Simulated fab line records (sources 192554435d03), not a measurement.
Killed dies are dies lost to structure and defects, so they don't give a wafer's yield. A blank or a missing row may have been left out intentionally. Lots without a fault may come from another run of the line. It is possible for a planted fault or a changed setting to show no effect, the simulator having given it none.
Split-lot trial :: flow n5-finfet :: 7 lots, 21 wafers read, on a route of 1938 steps

## ABOUT THE SPLIT
At N5_BEOL_M6_ETCH_61 (etches SiARC in CF4, target depth 45.5 nm, time 75.8 s), the setting bias-w was moved away from the recipe's 36 W on 9 of the 21 wafers read, by -14.2% to +15.2%. For the rest of the wafers, this setting stayed at what the recipe calls for.

The reading is taken at the split's own step.

## THE READING
rf-vpp-V, in V, at N5_BEOL_M6_ETCH_61 (etches SiARC in CF4, target depth 45.5 nm, time 75.8 s). On this fab line, fault-free wafers typically give 183.8 V with a standard deviation of 1.1 V.

wafer: L076.3
tool, chamber at the split: rie-diel-02, 1
bias-w as run, W: 36
against the recipe: recipe
rf-vpp-V, V: 183.7
against lot-mates on the recipe: -

wafer: L076.4
tool, chamber at the split: rie-diel-02, 2
bias-w as run, W: 36
against the recipe: recipe
rf-vpp-V, V: 183.9
against lot-mates on the recipe: -

wafer: L076.5
tool, chamber at the split: rie-diel-02, 1
bias-w as run, W: 36
against the recipe: recipe
rf-vpp-V, V: 182.9
against lot-mates on the recipe: -

wafer: L079.1
tool, chamber at the split: rie-diel-04, 1
bias-w as run, W: 33.31
against the recipe: -7.5%
rf-vpp-V, V: 175.2
against lot-mates on the recipe: -8.2

wafer: L079.5
tool, chamber at the split: rie-diel-04, 0
bias-w as run, W: 36
against the recipe: recipe
rf-vpp-V, V: 182.9
against lot-mates on the recipe: -

wafer: L079.6
tool, chamber at the split: rie-diel-04, 1
bias-w as run, W: 36
against the recipe: recipe
rf-vpp-V, V: 183.9
against lot-mates on the recipe: -

wafer: L085.1
tool, chamber at the split: rie-diel-02, 3
bias-w as run, W: 30.87
against the recipe: -14.2%
rf-vpp-V, V: 168.3
against lot-mates on the recipe: -17.3

wafer: L085.3
tool, chamber at the split: rie-diel-02, 0
bias-w as run, W: 30.87
against the recipe: -14.2%
rf-vpp-V, V: 167.7
against lot-mates on the recipe: -17.9

wafer: L085.5
tool, chamber at the split: rie-diel-02, 3
bias-w as run, W: 36
against the recipe: recipe
rf-vpp-V, V: 185.6
against lot-mates on the recipe: -

wafer: L086.1
tool, chamber at the split: rie-diel-04, 3
bias-w as run, W: 36
against the recipe: recipe
rf-vpp-V, V: 184.4
against lot-mates on the recipe: -

wafer: L086.2
tool, chamber at the split: rie-diel-04, 0
bias-w as run, W: 36
against the recipe: recipe
rf-vpp-V, V: 183.0
against lot-mates on the recipe: -

wafer: L086.3
tool, chamber at the split: rie-diel-04, 1
bias-w as run, W: 41.46
against the recipe: +15.2%
rf-vpp-V, V: 199.6
against lot-mates on the recipe: +15.9

wafer: L087.3
tool, chamber at the split: rie-diel-01, 1
bias-w as run, W: 36
against the recipe: recipe
rf-vpp-V, V: 185.4
against lot-mates on the recipe: -

wafer: L087.4
tool, chamber at the split: rie-diel-01, 3
bias-w as run, W: 36
against the recipe: recipe
rf-vpp-V, V: 183.0
against lot-mates on the recipe: -

wafer: L087.5
tool, chamber at the split: rie-diel-01, 0
bias-w as run, W: 36
against the recipe: recipe
rf-vpp-V, V: 183.4
against lot-mates on the recipe: -

wafer: L089.1
tool, chamber at the split: rie-diel-01, 1
bias-w as run, W: 36
against the recipe: recipe
rf-vpp-V, V: 184.4
against lot-mates on the recipe: -

wafer: L089.4
tool, chamber at the split: rie-diel-01, 0
bias-w as run, W: 31.55
against the recipe: -12.4%
rf-vpp-V, V: 166.8
against lot-mates on the recipe: -17.6

wafer: L089.5
tool, chamber at the split: rie-diel-01, 3
bias-w as run, W: 31.55
against the recipe: -12.4%
rf-vpp-V, V: 168.5
against lot-mates on the recipe: -15.9

wafer: L088.3
tool, chamber at the split: rie-diel-02, 2
bias-w as run, W: 41.14
against the recipe: +14.3%
rf-vpp-V, V: 200.8
against lot-mates on the recipe: no lot-mate on the recipe

wafer: L088.4
tool, chamber at the split: rie-diel-02, 3
bias-w as run, W: 41.14
against the recipe: +14.3%
rf-vpp-V, V: 201.9
against lot-mates on the recipe: no lot-mate on the recipe

wafer: L088.5
tool, chamber at the split: rie-diel-02, 1
bias-w as run, W: 41.14
against the recipe: +14.3%
rf-vpp-V, V: 200.5
against lot-mates on the recipe: no lot-mate on the recipe

FIT RESULTS
A straight line over all 21 wafers: rf-vpp-V changes by +1.18 V for each +1% of bias-w; r = +0.99; the points scatter about the line by 1.1 V.
The same after taking each lot's own level away (the mean of its wafers on the recipe; 18 wafers): +1.21 V for each +1%; r = +0.99; scatter 1.1 V.
According to that fit, moving bias-w by its largest amount changes the reading by 18 V.
The span of the lots' own levels, 183.40 to 185.60 V, comes to 2.0 times the standard deviation stated above.
So the lot-to-lot level changes the slope little: the two slopes agree.
Check: +19.4 V against its lot-mates is what the line predicts for one of the wafers moved furthest among these (+15.2%) when that wafer is left out of the fit. Against them it came out at +15.9 V.
Tool readings at the split's step, against how far the setting was moved: rf-vpp-V r = +0.99.

## THE OTHER SPLITS THESE WAFERS WENT THROUGH
Before the reading, these wafers also passed through other splits. Each is held against what the fit with the lots' levels taken away leaves over:
other split on the same wafers: N5_BEOL_M4_DESCUM_16 time-s
wafers away from the commonest value: 5
r with rf-vpp-V (lot level and that fit taken away): -0.27

other split on the same wafers: N5_BEOL_M4_TRENCH_ETCH_37 source-w
wafers away from the commonest value: 6
r with rf-vpp-V (lot level and that fit taken away): -0.02

other split on the same wafers: N5_BEOL_M5_EXPOSE_25 dose-mj
wafers away from the commonest value: 4
r with rf-vpp-V (lot level and that fit taken away): -0.31

other split on the same wafers: N5_BEOL_M5_VIA_ETCH_34 source-w
wafers away from the commonest value: 6
r with rf-vpp-V (lot level and that fit taken away): -0.28

## FILE'S OWN FIT
rf-vpp-V changes by +1.18 V for each +1% of bias-w, r = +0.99.
